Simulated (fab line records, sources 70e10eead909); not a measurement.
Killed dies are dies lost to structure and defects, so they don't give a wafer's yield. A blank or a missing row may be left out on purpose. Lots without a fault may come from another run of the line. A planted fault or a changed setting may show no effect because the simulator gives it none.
fab line records | flow nand_harc | part 2 of 2: steps 29 to 36 of 36
record lots=5 wafers=15 last_day=23
route steps=1159 shown A_CHANNEL_FILL_D1@511 A_STAIRCASE@519
lots that met no fault: from a run of the same line without faults
start_h: hours from the record's first day to the start of the lot's first wafer shown | wait_h: hours since the lot's step before | " the same as in the row above | L1.1+2: a row that stands for several wafers | - no value, or no start given | * or withheld: withheld | < > ~ a bound
route shown NAME@n: a module of which the file shows steps, and the number in the route of the first | usual: mean/standard deviation of fault-free wafers | same: alike in all rows | chamber/n: place in a boat | sites: the reading at each site | _std_site: their standard deviation | _edge_site: outer sites' mean less inner sites' | radius_mm: how far each site lies from the wafer's centre | mask NAME#n: copy n | behind: the tool/chamber that last shaped the wafer | hold: why the lot was held/for how many hours/how that ended | device: the transistor (n, p or np) that didn't switch | end of line: the same wafers' tests at the end of the route | a step without rows: its recipe alone | killed: dies lost to structure and defects at the first sort, not the wafer's yield | map: a wafer's dies, x killed, . not, _ none there
set.NAME: the setting as run; set.NAME@STEP: as run at that earlier step | model.NAME: the simulator's own value behind a step, which no gauge read
lots at some steps of the route; a table a step, a row a wafer
services: from which hour (start_h, from the record's first day; less than 0 if before it) a tool's chamber was out of use, for how many hours, and why
## steps
# step NHARC_A_STAIRCASE_EXPOSE_06
# recipe na=0.5 dose_mj=25.43 mask_id=STAIR
# usual reticle_temp_C=22.99/0.097
# columns lot.wafer tool chamber start_h wait_h mask reticle_temp_C
L077.1 krf_scanner-01 0 251.69 - STAIR#0 22.94
L077.3 " 0 " " STAIR#0 23.07
L077.6 " 0 " " STAIR#0 23.19
L078.1 krf_scanner-01 0 260.99 - STAIR#0 22.93
L078.3 " 0 " " STAIR#0 22.89
L078.6 " 0 " " STAIR#0 22.93
L085.2 krf_scanner-02 0 311.53 - STAIR#0 23.03
L085.4 " 0 " " STAIR#0 22.96
L085.5 " 0 " " STAIR#0 22.93
L090.1 krf_scanner-01 0 331.87 - STAIR#0 23.23
L090.3 " 0 " " STAIR#0 23.19
L090.6 " 0 " " STAIR#0 22.99
L095.1 krf_scanner-02 0 350.66 - STAIR#0 22.99
L095.3 " 0 " " STAIR#0 22.91
L095.5 " 0 " " STAIR#0 22.96
# step NHARC_A_STAIRCASE_PEB_07
# recipe peb_temp_c=115 peb_time_s=130
# usual plate_temp_C=115.01/0.12
# columns lot.wafer tool chamber start_h wait_h plate_temp_C
L077.1 litho_track-05 0 251.75 0.1 115.11
L077.3 " 0 " " 114.90
L077.6 " 0 " " 115.14
L078.1 litho_track-05 0 261.06 0.1 115.15
L078.3 " 0 " " 115.02
L078.6 " 0 " " 115.19
L085.2 litho_track-03 0 311.60 0.1 114.99
L085.4 " 0 " " 114.96
L085.5 " 0 " " 114.96
L090.1 litho_track-05 0 331.94 0.1 114.98
L090.3 " 0 " " 115.05
L090.6 " 0 " " 114.92
L095.1 litho_track-03 0 350.73 0.1 115.00
L095.3 " 0 " " 114.98
L095.5 " 0 " " 115.22
# step NHARC_A_STAIRCASE_DEVELOP_08
# recipe time_s=140
# columns lot.wafer tool chamber start_h wait_h
L077.1+3+6 litho_track-05 0 - -
L078.1+3+6 litho_track-05 0 - -
L085.2+4+5 litho_track-03 0 - -
L090.1+3+6 litho_track-05 0 - -
L095.1+3+5 litho_track-03 0 - -
# step NHARC_A_STAIRCASE_HARDBAKE_10
# recipe temp_c=120 time_s=140
# columns lot.wafer tool chamber start_h wait_h
L077.1+3+6 litho_track-03 0 251.97 -
L078.1+3+6 litho_track-07 0 261.27 -
L085.2+4+5 litho_track-03 0 311.82 -
L090.1+3+6 litho_track-05 0 332.15 -
L095.1+3+5 litho_track-07 0 350.95 -
# step NHARC_A_STAIRCASE_DESCUM_11
# recipe time_s=3 o2_flow_sccm=200 ar_flow_sccm=0 bias_power_w=0 chemistry=O2
# usual drypump_motor_current_A=5.7/0.36 oes_product_au=0.998/0.0095 rf_vpp_V=57.6/0.8 showerhead_plenum_p_Torr=1.89/0.069 throttle_valve_pct=11.311/0.0092
# columns lot.wafer tool chamber start_h wait_h drypump_motor_current_A oes_product_au rf_hours_counter_h rf_vpp_V showerhead_plenum_p_Torr throttle_valve_pct
L077.1 rie_diel-08 0 252.10 - 6.3 0.996 45 58.6 1.94 11.313
L077.3 " 1 " " 6.2 1.003 44 56.6 1.81 11.319
L077.6 " 0 " " 6.3 0.995 - 57.2 1.94 11.320
L078.1 rie_diel-08 1 261.37 - 6.2 1.004 49 57.2 1.81 11.314
L078.3 " 3 " " 5.8 1.003 49 58.7 1.89 11.297
L078.6 " 0 " " 6.3 1.006 - 57.8 1.93 11.305
L085.2 rie_diel-08 0 311.98 - 6.3 0.995 0 57.7 1.93 11.315
L085.4 " 3 " " 5.8 1.015 - 58.2 1.88 11.308
L085.5 " 0 " " 6.2 0.999 - 56.4 1.93 11.323
L090.3 rie_diel-13 0 332.25 - 5.4 0.999 20 58.2 1.82 11.329
L090.1 " 1 " " 5.2 1.005 20 57.4 1.87 11.320
L090.6 " 0 " " 5.4 1.010 - 58.4 1.82 11.308
L095.3 rie_diel-08 3 351.04 - 5.8 1.012 15 56.2 1.88 11.317
L095.1 " 0 " " 6.3 0.989 15 58.1 1.92 11.312
L095.5 " 3 " " 5.8 1.002 - 57.9 1.88 11.310
# step NHARC_A_STAIRCASE_TRIM_12
# recipe time_s=211.2 o2_flow_sccm=500 ar_flow_sccm=0 bias_w=0 chemistry=O2
# usual drypump_motor_current_A=5.8/0.35 oes_product_au=0.998/0.0092 rf_vpp_V=57.7/0.9 showerhead_plenum_p_Torr=3.50/0.12 throttle_valve_pct=17.036/0.0094
# columns lot.wafer tool chamber start_h wait_h drypump_motor_current_A oes_product_au rf_hours_counter_h rf_vpp_V showerhead_plenum_p_Torr throttle_valve_pct
L077.1 rie_diel-08 0 254.06 2.0 6.3 0.981 47 57.2 3.57 17.031
L077.3 " 3 " " 5.8 0.991 46 58.1 3.49 17.035
L077.6 " 3 " " 5.8 0.992 - 58.8 3.48 17.027
L078.3 rie_diel-08 0 261.47 0.1 6.3 0.999 50 57.4 3.56 17.042
L078.1 " 1 " " 6.3 1.001 49 56.6 3.34 17.033
L078.6 " 1 " " 6.2 1.009 - 57.4 3.34 17.040
L085.2 rie_diel-08 0 312.08 0.1 6.3 1.003 0 58.6 3.55 17.039
L085.5 " 3 " " 5.8 1.010 - 58.4 3.47 17.027
L085.4 " 0 " " 6.3 1.001 - 57.8 3.55 17.021
L090.1 rie_diel-13 3 332.33 0.1 5.6 0.999 21 59.2 3.44 17.061
L090.3 " 0 " " 5.5 1.003 20 56.6 3.36 17.044
L090.6 " 3 " " 5.6 0.993 - 58.3 3.44 17.026
L095.1 rie_diel-08 0 351.12 0.1 6.3 0.996 15 58.4 3.54 17.037
L095.3 " 3 " " 5.8 1.010 15 56.9 3.46 17.050
L095.5 " 0 " " 6.3 0.988 - 58.2 3.54 17.033
# step NHARC_A_STAIRCASE_ETCH_13
# recipe target_depth_a=1000 time_s=40.5 ion_energy_ev=400 c4f8_flow_sccm=20 o2_flow_sccm=10 ar_flow_sccm=withheld rf_w=600 bias_w=1000 chemistry=C4F8/O2
# usual oes_product_au=0.936/0.014 rf_vpp_V=895/4.3
# columns lot.wafer tool chamber start_h wait_h oes_product_au rf_hours_counter_h rf_vpp_V
L077.1 rie_diel-08 1 - - 0.942 46 890
L077.3 " 3 " " 0.922 46 896
L077.6 " 3 " " 0.918 - 894
L078.1 rie_diel-08 1 - - 0.944 49 889
L078.3 " 3 " " 0.926 49 895
L078.6 " 0 " " 0.924 - 898
L085.2 rie_diel-08 3 - - 0.931 0 895
L085.5 " 1 " " 0.941 - 889
L085.4 " 3 " " 0.935 - 895
L090.1 rie_diel-13 1 - - 0.953 20 892
L090.3 " 3 " " 0.934 21 892
L090.6 " 0 " " 0.938 - 890
L095.1 rie_diel-08 0 - - 0.936 15 897
L095.3 " 1 " " 0.955 16 889
L095.5 " 2 " " 0.961 - 897
# step NHARC_A_STAIRCASE_TRIM_14
# recipe time_s=211.2 o2_flow_sccm=500 ar_flow_sccm=0 bias_w=0 chemistry=O2
# usual drypump_motor_current_A=5.8/0.36 oes_product_au=0.998/0.0086 rf_vpp_V=57.7/0.85 showerhead_plenum_p_Torr=3.50/0.12 throttle_valve_pct=17.037/0.0087
# columns lot.wafer tool chamber start_h wait_h drypump_motor_current_A oes_product_au rf_hours_counter_h rf_vpp_V showerhead_plenum_p_Torr throttle_valve_pct
L077.3 rie_diel-08 0 - - 6.3 0.994 47 57.6 3.57 17.033
L077.1 " 1 " " 6.3 1.003 46 57.5 3.35 17.019
L077.6 " 0 " " 6.3 0.994 - 57.8 3.57 17.037
L078.1 rie_diel-08 1 - - 6.3 1.002 49 56.5 3.35 17.035
L078.3 " 3 " " 5.8 0.989 49 57.6 3.48 17.032
L078.6 " 1 " " 6.3 1.003 - 58.1 3.35 17.048
L085.2 rie_diel-08 1 - - 6.3 1.018 0 57.4 3.33 17.037
L085.5 " 1 " " 6.3 1.010 - 56.7 3.33 17.046
L085.4 " 3 " " 5.8 1.005 - 57.1 3.47 17.022
L090.3 rie_diel-13 3 - - 5.6 0.985 21 56.1 3.44 17.042
L090.1 " 0 " " 5.5 1.005 20 57.1 3.36 17.035
L090.6 " 1 " " 5.2 1.008 - 57.9 3.45 17.049
L095.3 rie_diel-08 0 - - 6.3 0.990 15 57.1 3.54 17.045
L095.1 " 1 " " 6.3 1.019 16 57.6 3.33 17.036
L095.5 " 3 " " 5.8 1.000 - 59.2 3.46 17.019
## services
# columns tool chamber start_h hours kind
rie_diel-04 2 222.48 4.4 repair
krf_scanner-01 - 224.66 1.0 repair
lpcvd_poly-02 - 227.04 11.7 repair
rie_diel-13 0 229.30 3.6 repair
litho_track-05 - 237.00 7.0 pm
rie_diel-13 - 237.17 0.5 repair
pecvd-01 - 237.88 13.0 pm
krf_scanner-01 - 256.79 4.0 pm
rie_diel-13 1 268.75 6.3 repair
plasma_asher-02 - 270.20 1.7 repair
wet_bench-06 - 275.87 2.7 repair
plasma_asher-01 - 276.30 9.0 pm
rie_diel-13 - 276.66 9.0 pm
cmp-01 - 277.74 4.0 pm
plasma_asher-02 - 282.42 2.9 repair
wet_bench-09 - 288.80 8.0 pm
rie_diel-04 - 289.96 9.0 pm
cmp-04 - 301.17 4.0 pm
cmp-01 - 301.52 4.2 repair
rie_diel-08 - 301.84 9.0 pm
wet_bench-06 - 305.60 8.0 pm
pecvd-02 - 334.20 13.0 pm
wet_bench-04 - 339.20 8.0 pm
cmp-04 - 351.12 0.4 repair
